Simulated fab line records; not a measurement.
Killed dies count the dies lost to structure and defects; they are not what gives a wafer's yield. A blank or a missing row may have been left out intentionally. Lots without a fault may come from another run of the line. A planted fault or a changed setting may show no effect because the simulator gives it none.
Comparing a struck lot with a sound one | flow n5Finfet | 21 out of 1938 route steps
Sound: the wafers L911.1, L911.4, L911.5. Struck: wafer L902.1 (L902.4, L902.5, from the same lot, were not struck and are left out); the cause is given at the end.
For every step that has rows: the tool of each side, followed by ch and its chambers, followed by its first start. Under that, the readings that differ: sound wafers | struck wafers | difference of the means | sigmas: that difference in standard deviations of wafers without a fault.
alike: readings whose means differ by less than 2 such deviations, and words and numbers that are the same on both sides. not compared: withheld readings, readings that some wafer has no value for, bounds like >300 that may hide the same value, and numbers for which the record gives no deviation and whose values overlap.
A row with sigmas, a row that says differs or no value, or rows on one side alone: a step with any of these is where the two part. Numbers that don't overlap but have no deviation are shown without sigmas and don't part them. A reading that every wafer of one side lacks parts them only if that side has two wafers or more.

first, 8 steps without rows for these wafers: N5_BEOL_M9_SPUTTER_48 (material Cu, target thk 12 nm, time 2 s); N5_BEOL_M9_ECD_50 (material Cu, target thk 318 nm); N5_BEOL_M9_ANNEAL_51 (time 90 s); N5_BEOL_M9_CMP_52 (polishes, stops on SiCOH lowk, t overpolish 7 s, target thk 140 nm); N5_BEOL_M9_PRE_CLEAN_55 (time 15 s); N5_BEOL_M9_DEP_56 (deposits SiCN from 3MS/NH3, target thk 15 nm, time 26.5 s); N5_BEOL_M10_ILD_DEP_00 (deposits SiCOH lowk from DEMS/porogen, target thk 308.51 nm, time 58 s); N5_BEOL_M10_CURE_71 (cures SiCOH lowk, time 240 s).
N5_BEOL_M10_PECVD_70: deposits SiO2 from TEOS/O2, target thk 20 nm, time 22.7 s.
  sound on pecvd-02 ch 0,1,2, day 14 18:22; struck on pecvd-04 ch 2, day 11 19:05
  alike: heaterPowerW, showerheadPlenumPTorr, showerheadVppV, throttleValvePct
then, 9 steps without rows for these wafers: N5_BEOL_M10_HM_DEP_02 (deposits TiN, target thk 20 nm); N5_BEOL_M10_COAT_59 (time 60 s, resist thk 100 nm); N5_BEOL_M10_COAT_60 (time 60 s, resist thk 30 nm); N5_BEOL_M10_COAT_05 (resist thk 90 nm); N5_BEOL_M10_EBR_07; N5_BEOL_M10_SOFTBAKE_06 (time 60 s); N5_BEOL_M10_EXPOSE_08 (exposes mask M10); N5_BEOL_M10_PEB_09 (peb time 60 s); N5_BEOL_M10_DEVELOP_10 (develop time 30 s).
N5_BEOL_M10_INSPECT_13: inspects for defects (brightfield).
  sound on defectInspect-02, day 14 19:14; struck on defectInspect-01, day 11 21:23
reading        | sound       | struck | difference | sigmas
rawDefectCount | 400 506 348 | 1624   | +1206      | +11
then, 1 step without rows for these wafers: N5_BEOL_M10_DESCUM_16 (chemistry O2, time 7.9 s).
-- here the record skips 3 days between the struck wafers' starts before and after, leaving off in module BEOL_M10 and picking up in module PASSIVATION (first step shown: number 1936 of the route) --
N5_PASSIVATION_PROBE_49:
  only the struck wafers here have rows in the record (prober-02, day 14 13:02); the sound ones have none

## WHERE THEY PART
Earliest at N5_BEOL_M10_INSPECT_13; latest, in this record, at N5_PASSIVATION_PROBE_49.

WHY: what the simulator had put in
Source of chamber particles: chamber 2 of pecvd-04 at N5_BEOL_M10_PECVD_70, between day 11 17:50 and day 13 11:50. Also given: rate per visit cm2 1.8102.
